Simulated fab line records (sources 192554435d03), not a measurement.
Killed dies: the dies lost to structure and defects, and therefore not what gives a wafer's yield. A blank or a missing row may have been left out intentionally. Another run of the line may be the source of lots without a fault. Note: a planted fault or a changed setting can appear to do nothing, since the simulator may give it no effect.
Problem report, 8D (eight disciplines) form, completed by code | flow n5-finfet | the parts of the form that need people (team, actions taken, sign-off) are left out

== 1. WHAT WENT WRONG ==
Mean of sort-n-pass at N5_PASSIVATION_PROBE_49: 643 across 9 wafers in 3 lots; on wafers with no fault it is 1075 (standard deviation 17). Relative to the usual mean, that is a shift of -25 standard deviations.
First seen on wafer L609.1, day 16 09:26, on prober-01. Wafers with a number at this step in the record: 15, from 5 lots. The rule behind "out" and "out of limits": a value lying over 4 standard deviations away from the usual mean. Any other wafer with a number is counted as sound.

== 2. WHAT IT IS, AND WHAT IT ISN'T ==
question                    | is                                                                              | is not
which readings at this step | sort-n-pass, defect-limited-yield, killed-at-other, killed-dies, sort-yield-pct | killed_at_M0_to_M3, killed_at_M4_up, killed-at-contacts, killed-at-front-end, killed-open, killed-short
which lots                  | L608, L609, L611                                                                | L598, L617
which wafers of those lots  | all that have a number                                                          | -
read on which tools         | prober-01                                                                       | prober-02
when                        | from day 16 09:26                                                               | up to then (3 sound wafers); but 3 sound wafers of L617 came after

== 3. WHAT RULES OUT EACH SUSPECT ==
Counting: a tool at a process step up to the reading stays a suspect if it ran every lot that is out and no sound lot after the first of them.
- wet-bench-03 at N5_PASSIVATION_STRIP_73 (strips in post etch residue remover, time 60 s): kept. It processed each lot that is out, first L609 at day 16 02:42, and no sound lot thereafter; up to then, the last sound lot it processed was L598 at day 13 08:38.
- prober-01 at N5_PASSIVATION_PROBE_49: kept. It processed each lot that is out, first L609 at day 16 09:26, and no sound lot thereafter; up to then, the last sound lot it processed was L598 at day 13 14:52. Its own readings are out on those wafers: defect-limited-yield, killed-at-other, killed-dies, sort-n-pass, sort-yield-pct.
After counting, wet-bench-03 at N5_PASSIVATION_STRIP_73 and prober-01 at N5_PASSIVATION_PROBE_49 remain.

== 4. THE CAUSE (what the simulator had put in) ==
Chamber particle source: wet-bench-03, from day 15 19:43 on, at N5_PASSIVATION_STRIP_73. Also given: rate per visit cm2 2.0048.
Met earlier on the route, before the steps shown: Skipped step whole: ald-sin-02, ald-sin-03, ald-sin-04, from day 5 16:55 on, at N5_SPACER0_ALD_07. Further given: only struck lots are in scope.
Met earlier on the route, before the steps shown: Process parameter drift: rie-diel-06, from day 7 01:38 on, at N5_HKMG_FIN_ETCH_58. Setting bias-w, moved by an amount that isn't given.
Counting leaves 2 suspects; this tool is one of them.

== 5. THE CHAIN OF EFFECTS, in route order ==
Each row: a reading whose mean over the struck wafers that have a number lies more than 3 standard deviations from the usual. Only readings for which the record gives a usual standard deviation are gone through. hours: the time from each lot's start at the first step in this table that gives one to its start at this step, as a median over the lots. sigmas: the change in usual standard deviations.
hours | step                    | reading              | usual  | on struck wafers | change | sigmas
0     | N5_PASSIVATION_PROBE_49 | defect-limited-yield | 91.1 % | 80.4             | -10.7  | -7.1
0     | N5_PASSIVATION_PROBE_49 | killed-at-other      | 3.8    | 132.7            | +128.9 | +44
0     | N5_PASSIVATION_PROBE_49 | killed-dies          | 105    | 231              | +126   | +7.4
0     | N5_PASSIVATION_PROBE_49 | killed-on-rim        | 13     | 26               | +13    | +3.3
0     | N5_PASSIVATION_PROBE_49 | sort_bin_5_function  | 5.1 %  | 11.0             | +5.9   | +6.1
0     | N5_PASSIVATION_PROBE_49 | sort-n-pass          | 1075   | 643              | -432   | -25
0     | N5_PASSIVATION_PROBE_49 | sort-yield-pct       | 91.1 % | 54.5             | -36.6  | -24
Process steps it contains:
- N5_PASSIVATION_PROBE_49

== 6. HOW IT WOULD HAVE BEEN CAUGHT EARLIER ==
In this record the first reading out of limits was taken at day 16 09:26, 14 hours after the fault began at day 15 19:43.
Among the 3 lots that are out, L611 began N5_PASSIVATION_STRIP_73 on wet-bench-03 after day 16 09:26. A hold on the tool at that time would have spared it.
